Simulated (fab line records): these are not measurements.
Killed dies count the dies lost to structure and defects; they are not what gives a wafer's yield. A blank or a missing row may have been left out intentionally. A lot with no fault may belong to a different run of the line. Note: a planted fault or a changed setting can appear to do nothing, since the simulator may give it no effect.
Which tool did it? -- flow nand_harc -- Sampling: 23 lots, 69 wafers, 4 of 1302 route steps

## WHAT THE GAUGES READ, wafer by wafer
NHARC_A_BLC_OVL_MEAS_11. Usual: overlay_x_nm 0.1 nm, standard deviation 0.69; overlay_y_nm -0.1 nm, standard deviation 0.82.
lot,measured,on,overlay_x_nm (nm),overlay_y_nm (nm),flag
L074,day 23 15:14,overlay-01,-0.4 -0.2 -0.8,-0.1 -1.1 -1.1,
L075,day 24 14:09,overlay-01,-0.5 -0.4 -0.2,0.5 0.5 0.6,
L076,day 24 14:37,overlay-01,0.7 0.6 0.6,1.7 1.4 1.6,
L079,day 24 18:23,overlay-01,0.4 0.7 0.4,-0.9 -1.0 -0.7,
L078,day 25 07:35,overlay-02,1.0 1.0 0.7,0.0 -0.7 0.6,
L080,day 25 07:57,overlay-02,0.9 0.9 0.6,0.3 -0.2 0.7,
L082,day 26 00:59,overlay-01,-0.9 -0.6 0.0,-1.5 -0.8 -0.5,
L081,day 26 05:53,overlay-01,0.4 0.5 0.5,1.2 0.8 1.2,
L083,day 26 22:58,overlay-01,-1.0 -1.0 -0.7,0.0 0.4 0.4,
L084,day 27 02:28,overlay-02,1.0 0.2 0.6,-0.7 -0.6 -0.8,
L085,day 27 13:27,overlay-02,-0.2 0.0 -0.5,-0.3 0.1 0.5,
L086,day 28 09:45,overlay-02,-1.2 -0.8 -0.7,-1.1 -1.0 -1.3,
L087,day 28 17:44,overlay-01,-0.8 -0.4 0.3,0.9 0.9 0.5,
L089,day 28 22:48,overlay-02,-0.3 -1.3 -0.4,-0.4 -0.5 -0.3,
L088,day 28 23:36,overlay-01,0.0 0.3 -0.1,-0.4 -1.3 -0.7,
L090,day 29 20:14,overlay-01,0.0 -0.1 0.1,0.2 -0.1 -0.2,
L093,day 30 11:50,overlay-02,0.1 0.6 0.7,-0.7 0.0 -0.1,
L091,day 30 14:08,overlay-02,-0.4 -1.0 -0.8,0.3 -0.1 0.3,
L092,day 30 17:29,overlay-01,0.0 0.1 0.6,1.8 1.6 1.5,
L094,day 30 18:38,overlay-01,0.9 1.0 1.0,-1.0 -0.9 -1.1,
L095,day 31 10:44,overlay-02,-0.2 -0.9 -0.2,-0.7 -0.4 0.0,
L096,day 32 10:35,overlay-02,-0.4 -0.1 -0.7,-0.2 -0.2 -0.7,
L097,day 32 11:10,overlay-02,0.9 0.7 0.3,0.5 -0.1 -0.4,

NHARC_A_BLC_CD_MEAS_19. Usual: cd_nm reads 100.6 nm (standard deviation 2.3).
lot,measured,on,cd_nm (nm),flag
L074,day 23 16:18,cd_sem-01,99.4 102.1 100.6,
L075,day 24 15:13,cd_sem-01,103.3 99.7 104.8,
L076,day 24 15:41,cd_sem-03,100.6 98.6 99.1,
L079,day 24 19:28,cd_sem-01,98.8 100.9 101.7,
L078,day 25 08:39,cd_sem-03,100.6 98.5 102.1,
L080,day 25 09:01,cd_sem-02,98.7 101.6 100.7,
L082,day 26 02:02,cd_sem-01,96.8 99.4 104.5,
L081,day 26 06:56,cd_sem-01,97.0 97.9 101.3,
L083,day 27 00:01,cd_sem-01,103.1 101.6 101.6,
L084,day 27 03:31,cd_sem-03,100.9 102.8 98.8,
L085,day 27 14:31,cd_sem-02,100.0 103.9 105.5,
L086,day 28 10:49,cd_sem-01,104.9 97.7 103.6,
L087,day 28 18:47,cd_sem-02,96.9 101.6 100.3,
L089,day 28 23:52,cd_sem-02,101.7 99.9 104.1,
L088,day 29 00:40,cd_sem-02,102.4 97.5 102.4,
L090,day 29 21:17,cd_sem-03,97.2 98.4 100.4,
L093,day 30 12:53,cd_sem-03,101.7 98.7 99.9,
L091,day 30 15:12,cd_sem-02,100.0 99.1 103.8,
L092,day 30 18:32,cd_sem-02,95.4 99.5 97.5,
L094,day 30 19:43,cd_sem-03,101.4 98.7 100.1,
L095,day 31 11:48,cd_sem-01,101.4 99.0 99.3,
L096,day 32 11:40,cd_sem-02,101.1 101.4 100.6,
L097,day 32 12:15,cd_sem-01,99.8 98.9 101.2,

## WHICH TOOL RAN EACH LOT (tool, then ch and the chambers of the sampled wafers, then the start)
lot,NHARC_A_CONTACT_ETCH_31,NHARC_A_CONTACT_ETCH_98
L074,"rie_diel-13 ch 0,2,3, day 23 15:14 or earlier","rie_diel-13 ch 1,2,3, day 23 15:14 or earlier"
L075,"rie_diel-04 ch 1,2, day 24 14:09 or earlier","rie_diel-13 ch 0,3, day 24 14:09 or earlier"
L076,"rie_diel-13 ch 1,2, day 24 14:37 or earlier","rie_diel-13 ch 1,2,3, day 24 14:37 or earlier"
L079,"rie_diel-13 ch 2,3, day 24 15:15 or earlier","rie_diel-08 ch 0,1, day 24 15:15"
L078,"rie_diel-08 ch 0,1,3, day 25 07:35 or earlier","rie_diel-04 ch 2,3, day 25 07:35 or earlier"
L080,"rie_diel-04 ch 0,3, day 25 07:57 or earlier","rie_diel-13 ch 0,2,3, day 25 07:57 or earlier"
L082,"rie_diel-13 ch 1,2,3, day 26 00:59 or earlier","rie_diel-13 ch 2,3, day 26 00:59 or earlier"
L081,"rie_diel-13 ch 0,1,3, day 26 02:37 or earlier","rie_diel-08 ch 0,1,3, day 26 02:37"
L083,"rie_diel-13 ch 0,1,3, day 26 22:58 or earlier","rie_diel-08 ch 0,1,2, day 26 22:58 or earlier"
L084,"rie_diel-08 ch 1,2,3, day 26 23:21 or earlier","rie_diel-13 ch 0,2,3, day 26 23:21"
L085,"rie_diel-13 ch 0,2,3, day 27 13:27 or earlier","rie_diel-08 ch 1,2,3, day 27 13:27 or earlier"
L086,"rie_diel-13 ch 0,1, day 28 09:45 or earlier","rie_diel-13 ch 1,2, day 28 09:45 or earlier"
L087,"rie_diel-13 ch 0,2,3, day 28 17:44 or earlier","rie_diel-13 ch 0,1,2, day 28 17:44 or earlier"
L089,"rie_diel-13 ch 0,2,3, day 28 22:48 or earlier","rie_diel-13 ch 1,2,3, day 28 22:48 or earlier"
L088,"rie_diel-08 ch 0,2, day 28 23:36 or earlier","rie_diel-13 ch 1,2,3, day 28 23:36 or earlier"
L090,"rie_diel-08 ch 1,2, day 29 20:14 or earlier","rie_diel-04 ch 0,1,3, day 29 20:14 or earlier"
L093,"rie_diel-04 ch 2,3, day 30 11:50 or earlier","rie_diel-08 ch 0,2, day 30 11:50 or earlier"
L091,"rie_diel-08 ch 0,2,3, day 30 14:08 or earlier","rie_diel-13 ch 0,1,2, day 30 14:08 or earlier"
L092,"rie_diel-04 ch 0,2,3, day 30 17:29 or earlier","rie_diel-13 ch 0,2,3, day 30 17:29 or earlier"
L094,"rie_diel-13 ch 1,3, day 30 13:07","rie_diel-13 ch 0,1,3, day 30 18:38 or earlier"
L095,"rie_diel-04 ch 0,1,3, day 31 10:44 or earlier","rie_diel-13 ch 1,2,3, day 31 10:44 or earlier"
L096,"rie_diel-13 ch 0,1,2, day 32 10:35 or earlier","rie_diel-13 ch 0,2,3, day 32 10:35 or earlier"
L097,"rie_diel-13 ch 0,1,3, day 32 11:10 or earlier","rie_diel-13 ch 1,2, day 32 11:10 or earlier"
- NHARC_A_CONTACT_ETCH_31: etches the open film in O2/COS, target depth 2800 nm, time 728 s.
- NHARC_A_CONTACT_ETCH_98: etches the open film in C4F6/O2, target depth 20 nm, time 10 s.

## AS READ BY THE TOOLS THEMSELVES (means over the sampled wafers that have a number; for cases with no such wafer, the mark the record gives instead)
NHARC_A_CONTACT_ETCH_31. Usual: value, then standard deviation, for each; chamber_pressure_mTorr 20.000 mTorr / 0.02; drypump_motor_current_A 5.8 A / 0.38; oes_product_au 1.002 a.u. / 0.01; rf_fwd_power_W 499.6 W / 1.6; rf_vpp_V 313.7 V / 2.3; showerhead_plenum_p_Torr 3.08 Torr / 0.15; throttle_valve_pct 28.331 % / 0.009.
lot,tool,chamber_pressure_mTorr (mTorr),drypump_motor_current_A (A),oes_product_au (a.u.),rf_fwd_power_W (W),rf_vpp_V (V),showerhead_plenum_p_Torr (Torr),throttle_valve_pct (%),flag
L074,rie_diel-13,20.011,5.8,0.992,501.6,313.8,3.14,28.340,
L075,rie_diel-04,20.005,5.9,1.010,500.0,312.6,3.00,28.337,
L076,rie_diel-13,19.979,6.3,1.004,498.3,311.5,2.96,28.335,
L079,rie_diel-13,20.006,6.1,0.993,501.3,312.6,3.00,28.331,
L078,rie_diel-08,20.009,5.6,1.000,500.8,312.8,3.02,28.321,
L080,rie_diel-04,19.984,5.4,1.012,499.7,316.0,3.19,28.329,
L082,rie_diel-13,20.005,6.1,0.997,500.4,312.7,3.00,28.333,
L081,rie_diel-13,20.032,5.8,1.000,500.0,315.2,3.14,28.334,
L083,rie_diel-13,19.990,5.8,0.992,499.0,314.0,3.14,28.322,
L084,rie_diel-08,20.007,5.9,0.999,499.8,312.6,3.05,28.335,
L085,rie_diel-13,19.984,5.8,0.992,498.3,314.4,3.13,28.335,
L086,rie_diel-13,19.995,5.7,0.995,500.0,315.2,3.23,28.328,
L087,rie_diel-13,19.991,5.8,0.999,499.2,314.6,3.13,28.331,
L089,rie_diel-13,19.995,5.8,0.999,499.8,314.5,3.13,28.333,
L088,rie_diel-08,19.974,5.7,1.018,501.1,312.7,2.98,28.326,
L090,rie_diel-08,20.009,5.9,1.012,499.4,313.5,3.04,28.331,
L093,rie_diel-04,20.015,5.7,1.004,499.6,313.2,3.08,28.326,
L091,rie_diel-08,19.995,5.7,1.004,499.4,312.5,2.98,28.338,
L092,rie_diel-04,19.992,5.6,1.000,499.8,314.3,3.12,28.339,
L094,rie_diel-13,19.990,5.9,0.990,500.2,312.2,3.04,28.334,
L095,rie_diel-04,20.021,5.4,1.002,498.3,314.0,3.13,28.331,
L096,rie_diel-13,20.006,6.0,1.000,498.0,313.3,3.08,28.324,
L097,rie_diel-13,20.018,5.8,0.993,500.1,314.5,3.13,28.329,

NHARC_A_CONTACT_ETCH_98. Usual: value, then standard deviation, for each; chamber_pressure_mTorr 30.00 mTorr / 0.031; drypump_motor_current_A 5.8 A / 0.36; oes_product_au 0.956 a.u. / 0.021; rf_fwd_power_W 586.5 W / 2.4; rf_vpp_V 546 V / 3.9; showerhead_plenum_p_Torr 3.87 Torr / 0.18; throttle_valve_pct 26.903 % / 0.0089.
lot,tool,chamber_pressure_mTorr (mTorr),drypump_motor_current_A (A),oes_product_au (a.u.),rf_fwd_power_W (W),rf_vpp_V (V),showerhead_plenum_p_Torr (Torr),throttle_valve_pct (%),flag
L074,rie_diel-13,29.98,6.1,0.953,587.1,544,3.78,26.901,
L075,rie_diel-13,30.02,5.5,0.940,586.2,551,4.11,26.893,
L076,rie_diel-13,29.99,6.1,0.943,585.0,544,3.78,26.905,
L079,rie_diel-08,29.98,5.5,1.004,587.5,544,3.75,26.905,
L078,rie_diel-04,30.02,6.0,0.947,588.7,545,3.83,26.905,
L080,rie_diel-13,29.99,5.8,0.955,586.2,547,3.94,26.893,
L082,rie_diel-13,30.01,6.1,0.951,586.0,543,3.77,26.903,
L081,rie_diel-08,29.99,5.7,0.960,584.7,544,3.79,26.902,
L083,rie_diel-08,30.01,5.7,0.956,587.0,543,3.79,26.914,
L084,rie_diel-13,29.99,5.8,0.941,585.9,547,3.93,26.909,
L085,rie_diel-08,29.97,5.9,0.952,585.7,545,3.84,26.901,
L086,rie_diel-13,29.99,6.2,0.939,586.4,543,3.72,26.894,
L087,rie_diel-13,29.99,6.0,0.946,588.1,546,3.88,26.907,
L089,rie_diel-13,30.01,6.1,0.946,587.7,543,3.77,26.895,
L088,rie_diel-13,30.00,6.1,0.945,585.9,544,3.77,26.912,
L090,rie_diel-04,30.00,5.4,0.934,586.1,547,3.93,26.901,
L093,rie_diel-08,30.02,5.5,0.971,588.4,542,3.69,26.892,
L091,rie_diel-13,30.00,6.0,0.993,586.5,545,3.88,26.903,
L092,rie_diel-13,30.01,5.8,0.992,586.9,548,3.93,26.902,
L094,rie_diel-13,29.99,5.8,0.942,586.4,547,3.93,26.905,
L095,rie_diel-13,29.96,6.1,0.943,588.0,545,3.76,26.903,
L096,rie_diel-13,29.99,5.8,0.945,587.3,547,3.92,26.899,
L097,rie_diel-13,30.00,6.3,0.950,588.2,542,3.71,26.904,

## THE ANSWER, worked out from the rows above alone
Rule: lot off if the mean of its wafers having a number is beyond 3 standard deviations from the usual mean. A lot without any number at a reading at which 4 lots or more have one is off too. The other lots that the step has rows for count as sound. The gauges are gone through in route order, then the tools' own readings, and for those a lot's mean is taken as printed above. At the first step where some lot is off, the reading lying furthest off is the one used; lots without a number count as furthest.
None of the lots is off at any reading shown; this tells nothing.

## WHAT WAS PUT IN BY THE SIMULATOR
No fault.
